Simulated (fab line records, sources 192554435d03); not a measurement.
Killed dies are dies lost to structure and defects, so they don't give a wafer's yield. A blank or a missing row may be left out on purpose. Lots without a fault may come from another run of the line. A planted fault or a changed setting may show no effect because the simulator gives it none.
Split-lot experiment | flow n5_finfet | 7 lots, 39 wafers read, on a route of 1938 steps

THE SPLIT
At N5_BEOL_M5_TRENCH_ETCH_37 (etches SiCOH lowk in C4F6/O2, target depth 71.652 nm, time 24.7 s), the setting target_depth_a was moved away from the recipe's 716.52 angstrom on 6 of the 39 wafers read, by +15.7% to +50.4%. The other wafers ran this setting at the recipe's value.

FROM THE SPLIT TO THE READING: what the file shows between them, 13 steps
- N5_BEOL_M5_ETCH_41: etches SiCN in CH3F/O2, target depth 31.5 nm, time 56.7 s
- N5_BEOL_M5_STRIP_91: strips in N2/H2, time 10 s
- N5_BEOL_M5_OCD_MEAS_38
- N5_BEOL_M5_HM_STRIP_39: strips TiN in peroxide tin strip, target depth 25 nm, time 158 s
- N5_BEOL_M5_SRD_40: time 30 s
- N5_BEOL_M5_ECD_50: material Cu, target thk 300 nm
- N5_BEOL_M5_ANNEAL_51: time 90 s
- N5_BEOL_M5_CMP_52: polishes, stops on SiCOH lowk, t overpolish 6.9 s, target thk 62 nm
- N5_BEOL_M5_THK_MEAS_53: measures by xrf
- N5_BEOL_M5_PRE_CLEAN_77: time 15 s
- N5_BEOL_M5_CO_CAP_78: material Co, precursor CCTBA/H2, target thk 2 nm, time 102.1 s
- N5_BEOL_M5_PRE_CLEAN_55: time 15 s
- N5_BEOL_M5_DEP_56: deposits SiCN from 3MS/NH3, target thk 8 nm, time 14 s

THE READING
M5_RS, in ohm/sq, at N5_BEOL_M5_RS_MEAS_57 (measures by four-point-probe). Fault-free wafers of this fab line usually give 0.394 ohm/sq, standard deviation 0.016 ohm/sq.

wafer  | tool, chamber at the split | target_depth_a as run, angstrom | against the recipe | M5_RS, ohm/sq | against lot-mates on the recipe
L076.1 | rie_diel-06, 1             | 716.52                          | recipe             | 0.412         | -
L076.2 | rie_diel-06, 0             | 828.9                           | +15.7%             | 0.296         | -0.104
L076.3 | rie_diel-06, 3             | 716.52                          | recipe             | 0.401         | -
L076.4 | rie_diel-06, 2             | 716.52                          | recipe             | 0.387         | -
L076.5 | rie_diel-06, 2             | 828.9                           | +15.7%             | 0.323         | -0.077
L076.6 | rie_diel-06, 3             | 828.9                           | +15.7%             | 0.336         | -0.064
L079.1 | rie_diel-06, 3             | 716.52                          | recipe             | 0.408         | -
L079.2 | rie_diel-06, 1             | 1078                            | +50.4%             | 0.243         | -0.150
L079.3 | rie_diel-06, 2             | 716.52                          | recipe             | 0.395         | -
L079.4 | rie_diel-06, 0             | 716.52                          | recipe             | 0.375         | -
L079.5 | rie_diel-06, 3             | 1078                            | +50.4%             | 0.239         | -0.154
L079.6 | rie_diel-06, 2             | 1078                            | +50.4%             | 0.225         | -0.168
L085.1 | rie_diel-02, 0             | 716.52                          | recipe             | 0.386         | -
L085.2 | rie_diel-02, 2             | 716.52                          | recipe             | 0.389         | -
L085.3 | rie_diel-02, 1             | 716.52                          | recipe             | 0.382         | -
L085.4 | rie_diel-02, 3             | 716.52                          | recipe             | 0.387         | -
L085.5 | rie_diel-02, 1             | 716.52                          | recipe             | 0.376         | -
L085.6 | rie_diel-02, 0             | 716.52                          | recipe             | 0.396         | -
L083.1 | rie_diel-02, 1             | 716.52                          | recipe             | 0.401         | -
L083.2 | rie_diel-02, 0             | 716.52                          | recipe             | 0.390         | -
L083.3 | rie_diel-02, 3             | 716.52                          | recipe             | 0.398         | -
L083.4 | rie_diel-02, 2             | 716.52                          | recipe             | 0.429         | -
L083.5 | rie_diel-02, 0             | 716.52                          | recipe             | 0.393         | -
L083.6 | rie_diel-02, 1             | 716.52                          | recipe             | 0.402         | -
L084.1 | rie_diel-06, 0             | 716.52                          | recipe             | 0.382         | -
L084.2 | rie_diel-06, 1             | 716.52                          | recipe             | 0.409         | -
L084.3 | rie_diel-06, 3             | 716.52                          | recipe             | 0.412         | -
L084.4 | rie_diel-06, 2             | 716.52                          | recipe             | 0.381         | -
L084.5 | rie_diel-06, 1             | 716.52                          | recipe             | 0.414         | -
L084.6 | rie_diel-06, 0             | 716.52                          | recipe             | 0.379         | -
L094.1 | rie_diel-02, 0             | 716.52                          | recipe             | 0.384         | -
L094.3 | rie_diel-02, 3             | 716.52                          | recipe             | 0.377         | -
L094.5 | rie_diel-02, 1             | 716.52                          | recipe             | 0.385         | -
L095.1 | rie_diel-04, 1             | 716.52                          | recipe             | 0.379         | -
L095.2 | rie_diel-04, 2             | 716.52                          | recipe             | 0.410         | -
L095.3 | rie_diel-04, 0             | 716.52                          | recipe             | 0.391         | -
L095.4 | rie_diel-04, 3             | 716.52                          | recipe             | 0.365         | -
L095.5 | rie_diel-04, 0             | 716.52                          | recipe             | 0.375         | -
L095.6 | rie_diel-04, 1             | 716.52                          | recipe             | 0.379         | -

THE FIT
A straight line over all 39 wafers: M5_RS changes by -0.0032 ohm/sq for each +1% of target_depth_a; r = -0.94; the points scatter about the line by 0.016 ohm/sq.
The same after taking each lot's own level away (the mean of its wafers on the recipe; 39 wafers): -0.00325 ohm/sq for each +1%; r = -0.95; scatter 0.015 ohm/sq.
On that fit, the largest move of target_depth_a shifts the reading by 0.16 ohm/sq.
The lots' own levels span 0.3820 to 0.4022 ohm/sq, that is 1.3 times the standard deviation above.
So the lot-to-lot level changes the slope little: the two slopes agree.
Check: with one of the wafers moved furthest among these (+50.4%) left out of the fit, the line predicts -0.173 ohm/sq for it against its lot-mates. It came out at -0.15 ohm/sq against them.

THE WHOLE CHAIN: every reading that the file lists as answering this split, in the file's order
step                      | what it does                                                        | reading                                                                          | change (the file's fit)                | r (the file's)
N5_BEOL_M5_TRENCH_ETCH_37 | etches SiCOH lowk in C4F6/O2, target depth 71.652 nm, time 24.7 s   | BEOL_M5.feature_depth_nm (the simulator's own value, which no gauge read)        | +0.688 nm for each +1% of the setting  | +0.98
N5_BEOL_M5_TRENCH_ETCH_37 | etches SiCOH lowk in C4F6/O2, target depth 71.652 nm, time 24.7 s   | etch.depth_nm (the simulator's own value, which no gauge read)                   | +0.687 nm for each +1% of the setting  | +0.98
N5_BEOL_M5_TRENCH_ETCH_37 | etches SiCOH lowk in C4F6/O2, target depth 71.652 nm, time 24.7 s   | TiN_of_BEOL_M5_HM_DEP_02.thk_nm (the simulator's own value, which no gauge read) | -0.0219 nm for each +1% of the setting | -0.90
N5_BEOL_M5_OCD_MEAS_38    |                                                                     | trench_depth_nm                                                                  | +0.686 nm for each +1% of the setting  | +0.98
N5_BEOL_M5_CMP_52         | polishes, stops on SiCOH lowk, t overpolish 6.9 s, target thk 62 nm | Cu_of_BEOL_M5_ECD_50.thk_nm (the simulator's own value, which no gauge read)     | +0.671 nm for each +1% of the setting  | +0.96
N5_BEOL_M5_THK_MEAS_53    | measures by xrf                                                     | M5_THK                                                                           | +0.666 for each +1% of the setting     | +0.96
N5_BEOL_M5_RS_MEAS_57     | measures by four-point-probe                                        | M5_RS                                                                            | -0.00329 for each +1% of the setting   | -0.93

THE FILE'S OWN FIT
M5_RS changes by -0.00329 ohm/sq for each +1% of target_depth_a, r = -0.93.
